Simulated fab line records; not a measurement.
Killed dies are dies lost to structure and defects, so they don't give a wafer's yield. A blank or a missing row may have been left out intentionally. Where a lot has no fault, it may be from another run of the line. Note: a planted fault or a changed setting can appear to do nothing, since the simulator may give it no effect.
fab line records -- flow n5Finfet
record: lots: 7, wafers: 21
route steps=1938 shown MIM_BOT_LITHO@1859 TV_LITHO@1879 TV_OPEN@1887 PASSIVATION@1929
startH: hours from the record's opening day to when the first of the lot's shown wafers began -- waitH: hours since the lot's step before -- " identical to the entry in the row above -- L1.1+2: a single row standing in for several wafers -- - no value, or no start given -- * or withheld: withheld -- < > ~ a bound
route shown NAME@n: names a module that has steps shown in the file, with the first one's number in the route -- usual: mean/standard deviation of fault-free wafers -- same: alike in all rows -- chamber/n: place in a boat -- sites: per-site readings -- _std_site: standard deviation across them -- _edge_site: inner sites' mean taken away from outer sites' mean -- radiusMm: how far each site lies from the wafer's centre -- mask NAME#n: copy n -- behind: the most recent tool/chamber to have shaped the wafer -- hold: reason for holding the lot/hours on hold/outcome of the hold -- device: which transistor (n, p or np) failed to switch -- end of line: the route-end tests of the same wafers -- where a step has no rows: the recipe by itself -- killed: dies that structure and defects cost at the first sort, which is not the same as the wafer's yield -- map: the dies of a wafer, with x for killed, . for not killed, _ for no die there
set.NAME: the setting as run; set.NAME@STEP: as run at that earlier step -- model.NAME: the simulator's own value behind a step, which no gauge read
one table per step and one row per wafer, for lots whose settings were changed on purpose
== steps ==
step: N5_MIM_BOT_LITHO_PEB_06
recipe: pebTempC: withheld, pebTimeS: *
lot.wafer,tool,chamber,startH,waitH,set.pebTimeS
L075.2+4+5,lithoTrack-04,0,298.81,0.0,*
L077.1+3,lithoTrack-02,0,301.52,0.1,*
L077.2,lithoTrack-02,0,301.52,0.1,*
L083.2+4+5,lithoTrack-01,0,318.94,0.0,*
L080.1+6,lithoTrack-02,0,335.77,0.1,*
L080.3,lithoTrack-02,0,335.77,0.1,*
L085.3+6,lithoTrack-01,0,357.42,0.0,*
L085.5,lithoTrack-01,0,357.42,0.0,*
L090.2,lithoTrack-04,0,373.17,0.0,*
L090.5+6,lithoTrack-04,0,373.17,0.0,*
L091.2+3,lithoTrack-02,0,395.54,0.0,*
L091.4,lithoTrack-02,0,395.54,0.0,*
step: N5_MIM_BOT_LITHO_DEVELOP_07
recipe: developTimeS: 60, rinseLiquid: diw, dry: airSpin, devTempC: 21
step: N5_MIM_BOT_LITHO_HARDBAKE_09
recipe: tempC: 130, timeS: 120
step: N5_MIM_BOT_LITHO_CD_MEAS_08
recipe: targetCdNm: 3000, landingEnergyEv: 500, detector: seInlens, polarity: opening
usual: cdNm: 3000.3/1.7
lot.wafer,tool,chamber,startH,waitH,set.doseMj@MIM_BOT_LITHO_EXPOSE_05,set.pebTimeS@MIM_BOT_LITHO_PEB_06,cdNm
L075.2,cdSem-02,0,298.93,-,24.25,*,3000.0
L075.4,cdSem-02,0,298.93,-,24.25,*,3002.2
L075.5,cdSem-02,0,298.93,-,23.54,*,2996.0
L077.1,cdSem-02,0,301.64,-,24.25,*,3002.3
L077.2,cdSem-02,0,301.64,-,24.25,*,2998.1
L077.3,cdSem-02,0,301.64,-,24.25,*,3001.2
L083.2,cdSem-02,0,319.06,-,24.25,*,2996.6
L083.4,cdSem-02,0,319.06,-,24.25,*,2997.8
L083.5,cdSem-02,0,319.06,-,24.25,*,2998.0
L080.1,cdSem-03,0,335.89,-,26.04,*,3012.1
L080.3,cdSem-03,0,335.89,-,26.04,*,3014.6
L080.6,cdSem-03,0,335.89,-,24.25,*,2998.6
L085.3,cdSem-03,0,357.54,-,25.78,*,3009.8
L085.5,cdSem-03,0,357.54,-,25.78,*,3004.1
L085.6,cdSem-03,0,357.54,-,24.25,*,2998.5
L090.2,cdSem-02,0,373.29,-,22.97,*,2990.9
L090.5,cdSem-02,0,373.29,-,24.25,*,3002.6
L090.6,cdSem-02,0,373.29,-,24.25,*,3000.9
L091.2,cdSem-03,0,395.66,-,24.25,*,3003.3
L091.3,cdSem-03,0,395.66,-,23.07,*,2995.4
L091.4,cdSem-03,0,395.66,-,24.25,*,3000.5
step: N5_PASSIVATION_EXPOSE_07
recipe: maskId: TV, na: 0.55, sourceShape: conventional, sigmaOuter: 0.8, polarization: unpolarized, defocusNm: 0, targetCdNm: 3000, doseMj: 22.75
lot.wafer,tool,chamber,startH,waitH,mask,set.doseMj
L075.2+5,krfScanner-02,0,302.18,-,TV#0,23.47
L075.4,krfScanner-02,0,302.18,-,TV#0,22.75
L077.1+2,krfScanner-01,0,303.58,-,TV#0,22.75
L077.3,krfScanner-01,0,303.58,-,TV#0,22.18
L083.2+4+5,krfScanner-01,0,320.91,-,TV#0,22.75
L080.1+6,krfScanner-01,0,337.85,-,TV#0,23.73
L080.3,krfScanner-01,0,337.85,-,TV#0,22.75
L085.3,krfScanner-01,0,361.82,-,TV#0,24.23
L085.5+6,krfScanner-01,0,361.82,-,TV#0,22.75
L090.2,krfScanner-01,0,374.68,-,TV#0,22.75
L090.5+6,krfScanner-01,0,374.68,-,TV#0,22.3
L091.2,krfScanner-02,0,397.00,-,TV#0,22.75
L091.3+4,krfScanner-02,0,397.00,-,TV#0,23.36
step: N5_PASSIVATION_PEB_08
recipe: pebTempC: withheld, pebTimeS: *
step: N5_PASSIVATION_DEVELOP_09
recipe: developTimeS: 60, rinseLiquid: diw, dry: airSpin, devTempC: 21
step: N5_PASSIVATION_HARDBAKE_11
recipe: tempC: 130, timeS: 120
step: N5_PASSIVATION_CD_MEAS_10
recipe: targetCdNm: 3000, landingEnergyEv: 500, detector: seInlens
usual: cdNm: 2999.9/1.6
lot.wafer,tool,chamber,startH,waitH,set.doseMj@PASSIVATION_EXPOSE_07,cdNm
L075.2,cdSem-03,0,302.35,-,23.47,3005.8
L075.4,cdSem-03,0,302.35,-,22.75,2998.2
L075.5,cdSem-03,0,302.35,-,23.47,3005.0
L077.1,cdSem-02,0,303.76,-,22.75,2999.5
L077.2,cdSem-02,0,303.76,-,22.75,3002.3
L077.3,cdSem-02,0,303.76,-,22.18,2996.1
L083.2,cdSem-03,0,321.08,-,22.75,3001.2
L083.4,cdSem-03,0,321.08,-,22.75,3004.3
L083.5,cdSem-03,0,321.08,-,22.75,3002.4
L080.1,cdSem-02,0,338.02,-,23.73,3008.7
L080.3,cdSem-02,0,338.02,-,22.75,2999.6
L080.6,cdSem-02,0,338.02,-,23.73,3010.1
L085.3,cdSem-01,0,361.99,-,24.23,3013.6
L085.5,cdSem-01,0,361.99,-,22.75,2999.8
L085.6,cdSem-01,0,361.99,-,22.75,2998.8
L090.2,cdSem-01,0,374.85,-,22.75,2998.5
L090.5,cdSem-01,0,374.85,-,22.3,2996.1
L090.6,cdSem-01,0,374.85,-,22.3,2995.7
L091.2,cdSem-03,0,397.17,-,22.75,3001.7
L091.3,cdSem-03,0,397.17,-,23.36,3005.3
L091.4,cdSem-03,0,397.17,-,23.36,3004.5
step: N5_PASSIVATION_PASS_ETCH_74
recipe: chemistry: CF4/O2, target: SiNx, targetDepthA: 2200, timeS: 110, ionEnergyEv: 100, pressureMtorr: 40, sourceW: 535, biasW: 49, Ar_flow_sccm: 100, cf4FlowSccm: 100, O2_flow_sccm: 10
usual: rfVppV: 241.4/2.8
lot.wafer,tool,chamber,startH,waitH,set.sourceW,rfVppV,model.etch.depthNm,model.TV_OPEN.cdOffsetNm
L075.2,rieDiel-02,3,302.58,0.0,535,237.8,219.1,0
L075.4,rieDiel-02,2,302.58,0.0,441.2,272.2,185.3,1.6
L075.5,rieDiel-02,2,302.58,0.0,535,243.8,218.7,0
L077.1,rieDiel-02,3,304.07,0.0,535,238.4,220.5,-0.4
L077.2,rieDiel-02,2,304.07,0.0,507.1,251.6,209.4,0
L077.3,rieDiel-02,1,304.07,0.0,507.1,249.6,212.5,0.6
L083.2,rieDiel-05,2,321.28,0.0,535,238.5,222.9,-0.2
L083.4,rieDiel-05,2,321.28,0.0,535,238.1,223.3,-0.2
L083.5,rieDiel-05,0,321.28,0.0,535,242.7,215.7,0.4
L080.1,rieDiel-04,1,338.39,0.0,535,236.7,220.9,0
L080.3,rieDiel-04,2,338.39,0.0,535,243.8,222.1,0.2
L080.6,rieDiel-04,2,338.39,0.0,535,242.6,221.3,0.2
L085.3,rieDiel-04,2,362.14,0.0,535,244.6,218,0.4
L085.5,rieDiel-04,0,362.14,0.0,535,239.3,216.6,0.2
L085.6,rieDiel-04,3,362.14,0.0,535,243.7,224.1,-0.4
L090.2,rieDiel-02,3,375.00,0.0,625.5,220.9,250.8,-1.6
L090.5,rieDiel-02,1,375.00,0.0,625.5,223.2,252.4,-1.6
L090.6,rieDiel-02,2,375.00,0.0,535,245.2,217.6,0.4
L091.2,rieDiel-04,2,397.32,0.0,461.8,261.8,194.2,1.2
L091.3,rieDiel-04,3,397.32,0.0,461.8,264.6,198.1,1
L091.4,rieDiel-04,1,397.32,0.0,535,235.1,222,0
step: N5_PASSIVATION_PASS_ETCH_47
recipe: chemistry: CF4/O2, target: SiNx, targetDepthA: 7700, timeS: 385, ionEnergyEv: 100, pressureMtorr: 40, sourceW: 535, biasW: 49, Ar_flow_sccm: 100, cf4FlowSccm: 100, O2_flow_sccm: 10
lot.wafer,tool,chamber,startH,waitH,set.timeS,model.etch.depthNm
L075.2,rieDiel-03,3,306.09,0.0,385,761.6
L075.4,rieDiel-03,2,306.09,0.0,358.8,707.1
L075.5,rieDiel-03,2,306.09,0.0,358.8,704.9
L077.1,rieDiel-06,3,307.41,0.0,408.1,827.4
L077.2,rieDiel-06,0,307.41,0.0,385,766
L077.3,rieDiel-06,2,307.41,0.0,408.1,808.4
L083.2,rieDiel-06,1,325.33,0.0,385,774.9
L083.4,rieDiel-06,0,325.33,0.0,385,762.3
L083.5,rieDiel-06,1,325.33,0.0,385,784
L080.1,rieDiel-01,1,342.01,0.0,385,793.1
L080.3,rieDiel-01,0,342.01,0.0,385,772
L080.6,rieDiel-01,3,342.01,0.0,456.6,927.6
L085.3,rieDiel-01,3,366.41,0.0,385,759.7
L085.5,rieDiel-01,3,366.41,0.0,385,766
L085.6,rieDiel-01,1,366.41,0.0,385,777.9
L090.2,rieDiel-06,1,378.67,0.0,440.5,880.9
L090.5,rieDiel-06,3,378.67,0.0,440.5,888.7
L090.6,rieDiel-06,0,378.67,0.0,440.5,870.9
L091.2,rieDiel-03,0,401.93,0.0,385,770.7
L091.3,rieDiel-03,1,401.93,0.0,385,745.2
L091.4,rieDiel-03,2,401.93,0.0,385,752
step: N5_PASSIVATION_ETCH_54
recipe: chemistry: CHF3/O2, target: SiO2, targetDepthA: 8800, CHF3_flow_sccm: 50, O2_flow_sccm: 5, Ar_flow_sccm: 200, timeS: 440, maskMaterial: PR, pressureMtorr: 30, sourceW: 650, biasW: 170, ionEnergyEv: 200
usual: rfVppV: 524/3.5
lot.wafer,tool,chamber,startH,waitH,set.sourceW,rfVppV
L075.2,rieDiel-03,3,306.32,0.1,650,529
L075.4,rieDiel-03,2,306.32,0.1,557.5,570
L075.5,rieDiel-03,2,306.32,0.1,557.5,570
L077.1,rieDiel-06,3,307.64,0.1,650,527
L077.2,rieDiel-06,0,307.64,0.1,650,522
L077.3,rieDiel-06,2,307.64,0.1,650,528
L083.2,rieDiel-06,1,325.56,0.1,650,518
L083.4,rieDiel-06,0,325.56,0.1,650,522
L083.5,rieDiel-06,1,325.56,0.1,650,519
L080.1,rieDiel-01,1,342.24,0.1,702.9,501
L080.3,rieDiel-01,0,342.24,0.1,702.9,505
L080.6,rieDiel-01,3,342.24,0.1,650,525
L085.3,rieDiel-01,3,366.63,0.1,650,522
L085.5,rieDiel-01,3,366.63,0.1,650,522
L085.6,rieDiel-01,1,366.63,0.1,592,546
L090.2,rieDiel-06,1,378.90,0.1,699.8,503
L090.5,rieDiel-06,3,378.90,0.1,650,526
L090.6,rieDiel-06,0,378.90,0.1,699.8,504
L091.2,rieDiel-03,0,402.16,0.1,681.4,515
L091.3,rieDiel-03,1,402.16,0.1,650,523
L091.4,rieDiel-03,2,402.16,0.1,650,528
== key ==
split: step: N5_MIM_BOT_LITHO_PEB_06, setting: pebTimeS, stated: *, by: wafer
response: step: N5_MIM_BOT_LITHO_CD_MEAS_08, reading: cdNm, slope: +0.283, per: 1%, togetherWith: doseMj@MIM_BOT_LITHO_EXPOSE_05, explained: 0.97
split: step: N5_PASSIVATION_EXPOSE_07, setting: doseMj, stated: 22.75, by: wafer
response: step: N5_PASSIVATION_CD_MEAS_10, reading: cdNm, change: +2.08, per: 1%, r: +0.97
split: step: N5_PASSIVATION_PASS_ETCH_74, setting: sourceW, stated: 535, by: wafer
response: step: N5_PASSIVATION_PASS_ETCH_74, reading: rfVppV, change: -1.72, per: 1%, r: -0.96
response: step: N5_PASSIVATION_PASS_ETCH_74, reading: model.etch.depthNm, change: +1.94, per: 1%, r: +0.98
response: step: N5_PASSIVATION_PASS_ETCH_74, reading: model.TV_OPEN.cdOffsetNm, change: -0.0997, per: 1%, r: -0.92
split: step: N5_PASSIVATION_PASS_ETCH_47, setting: timeS, stated: 385, by: wafer
response: step: N5_PASSIVATION_PASS_ETCH_47, reading: model.etch.depthNm, change: +7.91, per: 1%, r: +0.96
split: step: N5_PASSIVATION_ETCH_54, setting: sourceW, stated: 650, by: wafer
response: step: N5_PASSIVATION_ETCH_54, reading: rfVppV, change: -2.79, per: 1%, r: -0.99
split outsideThisFile step=N5_MIM_BOT_LITHO_EXPOSE_05 setting=doseMj
split outsideThisFile: this setting was split too, and the file shows its column; the key of that split is in another file
